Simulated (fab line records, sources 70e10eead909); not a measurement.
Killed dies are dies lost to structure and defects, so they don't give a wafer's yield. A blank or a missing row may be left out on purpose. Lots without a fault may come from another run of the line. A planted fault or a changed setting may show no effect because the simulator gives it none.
A struck lot beside a sound one | flow nand_harc | 40 steps out of a route of 1159
Sound: wafers L238.1, L238.3, L238.6. Struck: wafers L240.2, L240.3. The cause comes at the end.
At each step with rows: each side's tool, then ch and its chambers, then its first start. Under that, the readings that differ: sound wafers | struck wafers | difference of the means | sigmas: that difference in standard deviations of wafers without a fault.
alike: readings whose means differ by less than 2 such deviations, and words and numbers that are the same on both sides. not compared: withheld readings, readings that some wafer has no value for, bounds like >300 that may hide the same value, and numbers for which the record gives no deviation and whose values overlap.
The two part at a step that has a row with sigmas, a row that says differs or no value, or rows on one side only. Numbers that don't overlap but have no deviation are shown without sigmas and don't part them. A reading that every wafer of one side lacks parts them only if that side has two wafers or more.

first, 9 steps without rows for these wafers: NHARC_A_CONTACT_DESCUM_47 (chemistry O2, time 3 s); NHARC_A_CONTACT_ETCH_48 (etches the open film in CF4, target depth 39 nm, time 65 s); NHARC_A_CONTACT_ETCH_49 (etches the open film in N2/H2, target depth 260 nm, time 475.3 s); NHARC_A_CONTACT_ETCH_50 (etches the open film in CF4/CHF3, target depth 84.7 nm, time 42.4 s); NHARC_A_CONTACT_ETCH_51 (etches the open film in O2/COS, target depth 3600 nm, time 936 s); NHARC_A_CONTACT_ETCH_111 (etches the open film in C4F8/O2/Ar, time 140 s, target depth 700 nm); NHARC_A_CONTACT_ETCH_112 (etches the open film in C4F8/O2/Ar, time 94 s, target depth 922 nm); NHARC_A_CONTACT_ETCH_113 (etches the open film in C4F8/O2/Ar, time 94 s, target depth 922 nm); NHARC_A_CONTACT_ETCH_114 (etches the open film in C4F8/O2/Ar, time 94 s, target depth 922 nm).
NHARC_A_CONTACT_ETCH_115: etches the open film in C4F8/O2/Ar, time 94 s, target depth 922 nm.
  sound on har_cap_etch-01 ch 0,1, day 17 00:23; struck on har_cap_etch-01 ch 1, day 18 01:37
  alike: oes_air_line_au
  not compared: rf_hours_counter_h
then, 28 steps without rows for these wafers: NHARC_A_CONTACT_ETCH_116 (etches the open film in C4F8/O2/Ar, time 94 s, target depth 922 nm); NHARC_A_CONTACT_ETCH_117 (etches the open film in C4F8/O2/Ar, time 94 s, target depth 922 nm); NHARC_A_CONTACT_ETCH_118 (etches the open film in C4F8/O2/Ar, time 94 s, target depth 922 nm); NHARC_A_CONTACT_ETCH_119 (etches the open film in C4F8/O2/Ar, time 94 s, target depth 922 nm); NHARC_A_CONTACT_ETCH_120 (etches the open film in C4F8/O2/Ar, time 94 s, target depth 922 nm); NHARC_A_CONTACT_ETCH_121 (etches the open film in C4F8/O2/Ar, time 94 s, target depth 922 nm); NHARC_A_CONTACT_ETCH_122 (etches the open film in C4F8/O2/Ar, time 95 s, target depth 930 nm); NHARC_A_CONTACT_ETCH_123 (etches the open film in C4F8/O2/Ar, time 253 s, target depth 1090 nm); NHARC_A_CONTACT_ETCH_90 (etches the open film in CH3F/O2, target depth 40 nm, time 85.7 s); NHARC_A_CONTACT_ETCH_96 (etches the open film in C4F6/O2, target depth 20 nm, time 10 s); NHARC_A_CONTACT_STRIP_99 (strips in N2/H2); NHARC_A_CONTACT_STRIP_100 (strips in CF4/CHF3); NHARC_A_CONTACT_STRIP_101 (strips in O2/COS); NHARC_A_CONTACT_ETCH_102 (etches the open film in CF4/O2, target depth 70 nm, overetch 7 nm, time 38.5 s); NHARC_A_CONTACT_STRIP_55 (strips in O2); NHARC_A_CONTACT_STRIP_56 (strips in post etch residue remover, time 600 s); NHARC_A_CONTACT_DEP_57 (deposits aC, target thk 2800 nm); NHARC_A_CONTACT_DEP_58 (deposits SiON, target thk 60 nm); NHARC_A_CONTACT_DEHYDRATE_59 (time 120 s); NHARC_A_CONTACT_HMDS_60 (time 30 s); NHARC_A_CONTACT_COAT_61 (time 75 s); NHARC_A_CONTACT_COAT_62 (time 65 s); NHARC_A_CONTACT_COAT_63 (resist thk 90 nm); NHARC_A_CONTACT_SOFTBAKE_64 (time 55 s); NHARC_A_CONTACT_EBR_65; NHARC_A_CONTACT_EXPOSE_66 (exposes mask A CC 2); NHARC_A_CONTACT_PEB_67 (peb time 65 s); NHARC_A_CONTACT_DEVELOP_68 (develop time 35 s).
NHARC_A_CONTACT_DESCUM_74: chemistry O2, time 3 s.
  sound on rie_diel-06 ch 0,3, day 17 05:34; struck on rie_diel-06 ch 2,3, day 18 19:13
  reading | sound | struck                                            | difference                   | sigmas
  hold    | - - - | await_dispo/2.3h/release await_dispo/2.3h/release | no value on the sound wafers |
  alike: drypump_motor_current_A, oes_product_au, rf_vpp_V, showerhead_plenum_p_Torr, throttle_valve_pct
  not compared: rf_hours_counter_h
-- the record jumps here: 4 days lie between the struck wafers' starts before and after (it left off in module A_CONTACT and takes up again in module END, whose first step shown is number 1159 of the route) --
NHARC_END_SORT_01:
  the record has rows for the struck wafers here (prober-01 ch 0, day 22 20:23) and none for the sound ones

WHERE THEY PART
First at NHARC_A_CONTACT_DESCUM_74; last, within this record, at NHARC_END_SORT_01.

WHY: what the simulator had put in
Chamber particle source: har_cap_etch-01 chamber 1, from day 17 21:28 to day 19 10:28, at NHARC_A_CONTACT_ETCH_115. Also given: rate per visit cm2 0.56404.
